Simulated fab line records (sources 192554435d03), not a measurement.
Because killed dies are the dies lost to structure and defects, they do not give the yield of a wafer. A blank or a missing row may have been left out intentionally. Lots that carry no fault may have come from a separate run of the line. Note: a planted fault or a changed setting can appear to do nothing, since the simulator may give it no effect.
The tool behind it: which one? || flow n5_finfet || Sampling: 24 lots, 72 wafers, 3 of 1938 route steps

## WHAT THE GAUGES SHOWED, per wafer
N5_BEOL_M11_CD_MEAS_11: target cd 64.1 nm. Usual: cd_nm reads 64.1 nm (standard deviation 0.55).
{"lot": "L074", "measured": "day 11 21:12", "on": "cd_sem-02", "cd_nm (nm)": "63.5 64.0 64.0", "flag": ""}
{"lot": "L076", "measured": "day 12 03:55", "on": "cd_sem-01", "cd_nm (nm)": "64.2 64.0 64.1", "flag": ""}
{"lot": "L075", "measured": "day 12 04:53", "on": "cd_sem-02", "cd_nm (nm)": "63.2 63.5 64.5", "flag": ""}
{"lot": "L077", "measured": "day 12 08:05", "on": "cd_sem-01", "cd_nm (nm)": "63.1 63.6 63.2", "flag": ""}
{"lot": "L078", "measured": "day 12 19:40", "on": "cd_sem-02", "cd_nm (nm)": "63.9 63.7 63.6", "flag": ""}
{"lot": "L080", "measured": "day 13 03:33", "on": "cd_sem-02", "cd_nm (nm)": "64.8 64.3 64.4", "flag": ""}
{"lot": "L079", "measured": "day 13 08:01", "on": "cd_sem-03", "cd_nm (nm)": "64.7 64.4 64.7", "flag": ""}
{"lot": "L081", "measured": "day 13 10:42", "on": "cd_sem-03", "cd_nm (nm)": "63.9 64.0 63.2", "flag": ""}
{"lot": "L082", "measured": "day 13 17:05", "on": "cd_sem-02", "cd_nm (nm)": "63.8 63.3 63.5", "flag": ""}
{"lot": "L083", "measured": "day 13 20:47", "on": "cd_sem-01", "cd_nm (nm)": "63.7 63.0 63.2", "flag": ""}
{"lot": "L084", "measured": "day 14 01:56", "on": "cd_sem-01", "cd_nm (nm)": "63.8 64.1 63.3", "flag": ""}
{"lot": "L087", "measured": "day 14 11:46", "on": "cd_sem-02", "cd_nm (nm)": "65.3 64.7 64.4", "flag": ""}
{"lot": "L085", "measured": "day 14 21:46", "on": "cd_sem-03", "cd_nm (nm)": "64.3 64.2 64.0", "flag": ""}
{"lot": "L086", "measured": "day 15 03:05", "on": "cd_sem-01", "cd_nm (nm)": "63.9 63.7 63.5", "flag": ""}
{"lot": "L089", "measured": "day 15 06:29", "on": "cd_sem-01", "cd_nm (nm)": "64.5 64.0 63.8", "flag": ""}
{"lot": "L091", "measured": "day 15 10:26", "on": "cd_sem-03", "cd_nm (nm)": "64.2 63.9 63.6", "flag": ""}
{"lot": "L088", "measured": "day 15 10:43", "on": "cd_sem-03", "cd_nm (nm)": "64.3 64.7 63.6", "flag": ""}
{"lot": "L092", "measured": "day 15 13:31", "on": "cd_sem-03", "cd_nm (nm)": "64.5 64.0 65.3", "flag": ""}
{"lot": "L090", "measured": "day 16 01:04", "on": "cd_sem-03", "cd_nm (nm)": "63.5 63.9 63.9", "flag": ""}
{"lot": "L093", "measured": "day 16 22:40", "on": "cd_sem-02", "cd_nm (nm)": "64.8 65.0 64.3", "flag": ""}
{"lot": "L095", "measured": "day 16 23:27", "on": "cd_sem-01", "cd_nm (nm)": "64.1 64.5 64.1", "flag": ""}
{"lot": "L094", "measured": "day 17 07:23", "on": "cd_sem-02", "cd_nm (nm)": "64.3 63.2 64.3", "flag": ""}
{"lot": "L097", "measured": "day 18 00:50", "on": "cd_sem-03", "cd_nm (nm)": "63.2 63.5 63.3", "flag": ""}
{"lot": "L096", "measured": "day 18 03:19", "on": "cd_sem-03", "cd_nm (nm)": "64.8 64.6 65.0", "flag": ""}

## TOOL THAT RAN EACH LOT (tool first, then ch and the chambers of the sampled wafers, then the start)
{"lot": "L074", "N5_BEOL_M10_DEGAS_44": "pvd_sputter-03, day 11 15:34", "N5_BEOL_M11_PECVD_70": "pecvd-03 ch 0,1,2, day 11 20:05"}
{"lot": "L076", "N5_BEOL_M10_DEGAS_44": "pvd_sputter-03, day 11 21:29", "N5_BEOL_M11_PECVD_70": "pecvd-02 ch 0,1,2, day 12 02:16"}
{"lot": "L075", "N5_BEOL_M10_DEGAS_44": "pvd_sputter-01, day 11 22:11", "N5_BEOL_M11_PECVD_70": "pecvd-02 ch 0,1,2, day 12 03:45"}
{"lot": "L077", "N5_BEOL_M10_DEGAS_44": "pvd_sputter-01, day 12 04:17", "N5_BEOL_M11_PECVD_70": "pecvd-04 ch 0,2, day 12 07:11"}
{"lot": "L078", "N5_BEOL_M10_DEGAS_44": "pvd_sputter-02, day 12 13:28", "N5_BEOL_M11_PECVD_70": "pecvd-03 ch 0,1,2, day 12 17:04"}
{"lot": "L080", "N5_BEOL_M10_DEGAS_44": "pvd_sputter-01, day 12 23:24", "N5_BEOL_M11_PECVD_70": "pecvd-03 ch 0,1, day 13 01:56"}
{"lot": "L079", "N5_BEOL_M10_DEGAS_44": "pvd_sputter-03, day 13 03:51", "N5_BEOL_M11_PECVD_70": "pecvd-04 ch 0,2, day 13 06:46"}
{"lot": "L081", "N5_BEOL_M10_DEGAS_44": "pvd_sputter-03, day 13 06:58", "N5_BEOL_M11_PECVD_70": "pecvd-03 ch 0,1,2, day 13 09:47"}
{"lot": "L082", "N5_BEOL_M10_DEGAS_44": "pvd_sputter-03, day 13 12:22", "N5_BEOL_M11_PECVD_70": "pecvd-02 ch 1,2, day 13 15:44"}
{"lot": "L083", "N5_BEOL_M10_DEGAS_44": "pvd_sputter-02, day 13 16:42", "N5_BEOL_M11_PECVD_70": "pecvd-02 ch 0,1,2, day 13 19:04"}
{"lot": "L084", "N5_BEOL_M10_DEGAS_44": "pvd_sputter-02, day 13 22:26", "N5_BEOL_M11_PECVD_70": "pecvd-02 ch 0,1, day 14 00:49"}
{"lot": "L087", "N5_BEOL_M10_DEGAS_44": "pvd_sputter-02, day 14 06:04", "N5_BEOL_M11_PECVD_70": "pecvd-04 ch 0,1,2, day 14 08:42"}
{"lot": "L085", "N5_BEOL_M10_DEGAS_44": "pvd_sputter-01, day 14 17:02", "N5_BEOL_M11_PECVD_70": "pecvd-03 ch 0,2, day 14 20:10"}
{"lot": "L086", "N5_BEOL_M10_DEGAS_44": "pvd_sputter-02, day 14 22:41", "N5_BEOL_M11_PECVD_70": "pecvd-03 ch 0,1,2, day 15 01:25"}
{"lot": "L089", "N5_BEOL_M10_DEGAS_44": "pvd_sputter-03, day 15 00:12", "N5_BEOL_M11_PECVD_70": "pecvd-03 ch 0,1,2, day 15 04:19"}
{"lot": "L091", "N5_BEOL_M10_DEGAS_44": "pvd_sputter-03, day 15 06:44", "N5_BEOL_M11_PECVD_70": "pecvd-04 ch 0,2, day 15 09:04"}
{"lot": "L088", "N5_BEOL_M10_DEGAS_44": "pvd_sputter-03, day 15 06:49", "N5_BEOL_M11_PECVD_70": "pecvd-02 ch 1,2, day 15 09:29"}
{"lot": "L092", "N5_BEOL_M10_DEGAS_44": "pvd_sputter-02, day 15 10:16", "N5_BEOL_M11_PECVD_70": "pecvd-03 ch 1,2, day 15 12:44"}
{"lot": "L090", "N5_BEOL_M10_DEGAS_44": "pvd_sputter-02, day 15 20:15", "N5_BEOL_M11_PECVD_70": "pecvd-02 ch 0,2, day 16 00:21"}
{"lot": "L093", "N5_BEOL_M10_DEGAS_44": "pvd_sputter-01, day 16 19:01", "N5_BEOL_M11_PECVD_70": "pecvd-02 ch 0,1,2, day 16 21:21"}
{"lot": "L095", "N5_BEOL_M10_DEGAS_44": "pvd_sputter-03, day 16 19:22", "N5_BEOL_M11_PECVD_70": "pecvd-03 ch 0,1,2, day 16 22:35"}
{"lot": "L094", "N5_BEOL_M10_DEGAS_44": "pvd_sputter-01, day 17 02:25", "N5_BEOL_M11_PECVD_70": "pecvd-04 ch 0,1, day 17 05:47"}
{"lot": "L097", "N5_BEOL_M10_DEGAS_44": "pvd_sputter-01, day 17 19:48", "N5_BEOL_M11_PECVD_70": "pecvd-04 ch 0,2, day 17 23:58"}
{"lot": "L096", "N5_BEOL_M10_DEGAS_44": "pvd_sputter-02, day 17 23:17", "N5_BEOL_M11_PECVD_70": "pecvd-04 ch 0,2, day 18 02:00"}
- N5_BEOL_M10_DEGAS_44: time 60 s.
- N5_BEOL_M11_PECVD_70: deposits SiO2 from TEOS/O2, target thk 20 nm, time 22.7 s.

## WHAT THE TOOLS THEMSELVES READ (means of the sampled wafers that have a number; where no wafer has one, the mark that the record gives instead)
N5_BEOL_M10_DEGAS_44. Usual: heater_power_w reads 341 W (standard deviation 38).
{"lot": "L074", "tool": "pvd_sputter-03", "heater_power_w (W)": 318, "flag": ""}
{"lot": "L076", "tool": "pvd_sputter-03", "heater_power_w (W)": 343, "flag": ""}
{"lot": "L075", "tool": "pvd_sputter-01", "heater_power_w (W)": 355, "flag": ""}
{"lot": "L077", "tool": "pvd_sputter-01", "heater_power_w (W)": 336, "flag": ""}
{"lot": "L078", "tool": "pvd_sputter-02", "heater_power_w (W)": 336, "flag": ""}
{"lot": "L080", "tool": "pvd_sputter-01", "heater_power_w (W)": 385, "flag": ""}
{"lot": "L079", "tool": "pvd_sputter-03", "heater_power_w (W)": 314, "flag": ""}
{"lot": "L081", "tool": "pvd_sputter-03", "heater_power_w (W)": 326, "flag": ""}
{"lot": "L082", "tool": "pvd_sputter-03", "heater_power_w (W)": 319, "flag": ""}
{"lot": "L083", "tool": "pvd_sputter-02", "heater_power_w (W)": 351, "flag": ""}
{"lot": "L084", "tool": "pvd_sputter-02", "heater_power_w (W)": 376, "flag": ""}
{"lot": "L087", "tool": "pvd_sputter-02", "heater_power_w (W)": 371, "flag": ""}
{"lot": "L085", "tool": "pvd_sputter-01", "heater_power_w (W)": 355, "flag": ""}
{"lot": "L086", "tool": "pvd_sputter-02", "heater_power_w (W)": 324, "flag": ""}
{"lot": "L089", "tool": "pvd_sputter-03", "heater_power_w (W)": 347, "flag": ""}
{"lot": "L091", "tool": "pvd_sputter-03", "heater_power_w (W)": 324, "flag": ""}
{"lot": "L088", "tool": "pvd_sputter-03", "heater_power_w (W)": 323, "flag": ""}
{"lot": "L092", "tool": "pvd_sputter-02", "heater_power_w (W)": 307, "flag": ""}
{"lot": "L090", "tool": "pvd_sputter-02", "heater_power_w (W)": 337, "flag": ""}
{"lot": "L093", "tool": "pvd_sputter-01", "heater_power_w (W)": 371, "flag": ""}
{"lot": "L095", "tool": "pvd_sputter-03", "heater_power_w (W)": 310, "flag": ""}
{"lot": "L094", "tool": "pvd_sputter-01", "heater_power_w (W)": 351, "flag": ""}
{"lot": "L097", "tool": "pvd_sputter-01", "heater_power_w (W)": 356, "flag": ""}
{"lot": "L096", "tool": "pvd_sputter-02", "heater_power_w (W)": 349, "flag": ""}

N5_BEOL_M11_PECVD_70. Usual: heater_power_outer_w 421 W, standard deviation 53; heater_power_w 691 W, standard deviation 64; showerhead_plenum_p_Torr 8.79 Torr, standard deviation 0.047; throttle_valve_pct 22.8 %, standard deviation 1.
{"lot": "L074", "tool": "pecvd-03", "heater_power_outer_w (W)": 390, "heater_power_w (W)": 641, "showerhead_plenum_p_Torr (Torr)": 8.79, "throttle_valve_pct (%)": 23.1, "flag": ""}
{"lot": "L076", "tool": "pecvd-02", "heater_power_outer_w (W)": 460, "heater_power_w (W)": 735, "showerhead_plenum_p_Torr (Torr)": 8.77, "throttle_valve_pct (%)": 22.2, "flag": ""}
{"lot": "L075", "tool": "pecvd-02", "heater_power_outer_w (W)": 424, "heater_power_w (W)": 686, "showerhead_plenum_p_Torr (Torr)": 8.78, "throttle_valve_pct (%)": 22.2, "flag": ""}
{"lot": "L077", "tool": "pecvd-04", "heater_power_outer_w (W)": 425, "heater_power_w (W)": 730, "showerhead_plenum_p_Torr (Torr)": 8.76, "throttle_valve_pct (%)": 22.3, "flag": ""}
{"lot": "L078", "tool": "pecvd-03", "heater_power_outer_w (W)": 401, "heater_power_w (W)": 654, "showerhead_plenum_p_Torr (Torr)": 8.78, "throttle_valve_pct (%)": 23.3, "flag": ""}
{"lot": "L080", "tool": "pecvd-03", "heater_power_outer_w (W)": 431, "heater_power_w (W)": 699, "showerhead_plenum_p_Torr (Torr)": 8.79, "throttle_valve_pct (%)": 24.0, "flag": ""}
{"lot": "L079", "tool": "pecvd-04", "heater_power_outer_w (W)": 380, "heater_power_w (W)": 676, "showerhead_plenum_p_Torr (Torr)": 8.81, "throttle_valve_pct (%)": 23.2, "flag": ""}
{"lot": "L081", "tool": "pecvd-03", "heater_power_outer_w (W)": 422, "heater_power_w (W)": 683, "showerhead_plenum_p_Torr (Torr)": 8.79, "throttle_valve_pct (%)": 23.3, "flag": ""}
{"lot": "L082", "tool": "pecvd-02", "heater_power_outer_w (W)": 439, "heater_power_w (W)": 703, "showerhead_plenum_p_Torr (Torr)": 8.77, "throttle_valve_pct (%)": 21.7, "flag": ""}
{"lot": "L083", "tool": "pecvd-02", "heater_power_outer_w (W)": 441, "heater_power_w (W)": 691, "showerhead_plenum_p_Torr (Torr)": 8.78, "throttle_valve_pct (%)": 22.1, "flag": ""}
{"lot": "L084", "tool": "pecvd-02", "heater_power_outer_w (W)": 439, "heater_power_w (W)": 721, "showerhead_plenum_p_Torr (Torr)": 8.77, "throttle_valve_pct (%)": 22.3, "flag": ""}
{"lot": "L087", "tool": "pecvd-04", "heater_power_outer_w (W)": 402, "heater_power_w (W)": 667, "showerhead_plenum_p_Torr (Torr)": 8.81, "throttle_valve_pct (%)": 23.0, "flag": ""}
{"lot": "L085", "tool": "pecvd-03", "heater_power_outer_w (W)": 398, "heater_power_w (W)": 649, "showerhead_plenum_p_Torr (Torr)": 8.77, "throttle_valve_pct (%)": 22.6, "flag": ""}
{"lot": "L086", "tool": "pecvd-03", "heater_power_outer_w (W)": 394, "heater_power_w (W)": 657, "showerhead_plenum_p_Torr (Torr)": 8.78, "throttle_valve_pct (%)": 23.3, "flag": ""}
{"lot": "L089", "tool": "pecvd-03", "heater_power_outer_w (W)": 393, "heater_power_w (W)": 659, "showerhead_plenum_p_Torr (Torr)": 8.78, "throttle_valve_pct (%)": 23.3, "flag": ""}
{"lot": "L091", "tool": "pecvd-04", "heater_power_outer_w (W)": 442, "heater_power_w (W)": 762, "showerhead_plenum_p_Torr (Torr)": 8.76, "throttle_valve_pct (%)": 22.5, "flag": ""}
{"lot": "L088", "tool": "pecvd-02", "heater_power_outer_w (W)": 491, "heater_power_w (W)": 769, "showerhead_plenum_p_Torr (Torr)": 8.77, "throttle_valve_pct (%)": 21.5, "flag": ""}
{"lot": "L092", "tool": "pecvd-03", "heater_power_outer_w (W)": 442, "heater_power_w (W)": 705, "showerhead_plenum_p_Torr (Torr)": 8.80, "throttle_valve_pct (%)": 23.8, "flag": ""}
{"lot": "L090", "tool": "pecvd-02", "heater_power_outer_w (W)": 455, "heater_power_w (W)": 729, "showerhead_plenum_p_Torr (Torr)": 8.77, "throttle_valve_pct (%)": 22.1, "flag": ""}
{"lot": "L093", "tool": "pecvd-02", "heater_power_outer_w (W)": 437, "heater_power_w (W)": 698, "showerhead_plenum_p_Torr (Torr)": 8.77, "throttle_valve_pct (%)": 22.2, "flag": ""}
{"lot": "L095", "tool": "pecvd-03", "heater_power_outer_w (W)": 384, "heater_power_w (W)": 649, "showerhead_plenum_p_Torr (Torr)": 8.79, "throttle_valve_pct (%)": 23.3, "flag": ""}
{"lot": "L094", "tool": "pecvd-04", "heater_power_outer_w (W)": 343, "heater_power_w (W)": 589, "showerhead_plenum_p_Torr (Torr)": 8.86, "throttle_valve_pct (%)": 23.8, "flag": ""}
{"lot": "L097", "tool": "pecvd-04", "heater_power_outer_w (W)": 405, "heater_power_w (W)": 700, "showerhead_plenum_p_Torr (Torr)": 8.82, "throttle_valve_pct (%)": 23.3, "flag": ""}
{"lot": "L096", "tool": "pecvd-04", "heater_power_outer_w (W)": 415, "heater_power_w (W)": 722, "showerhead_plenum_p_Torr (Torr)": 8.75, "throttle_valve_pct (%)": 22.6, "flag": ""}

## THE ANSWER, worked out from the rows above alone
Rule: a lot is off if the mean of its wafers that have a number lies more than 3 standard deviations from the usual mean. Also off: a lot with no number at a reading for which 4 or more lots have one. Any other lot the step has rows for is counted as sound. The gauges are gone through in route order, then the tools' own readings, and for those a lot's mean is taken as printed above. At the first step where some lot is off, the reading lying furthest off is the one used; lots without a number count as furthest.
Nothing can be told from this: no lot is off at any reading shown.

## WHAT WAS PUT IN BY THE SIMULATOR
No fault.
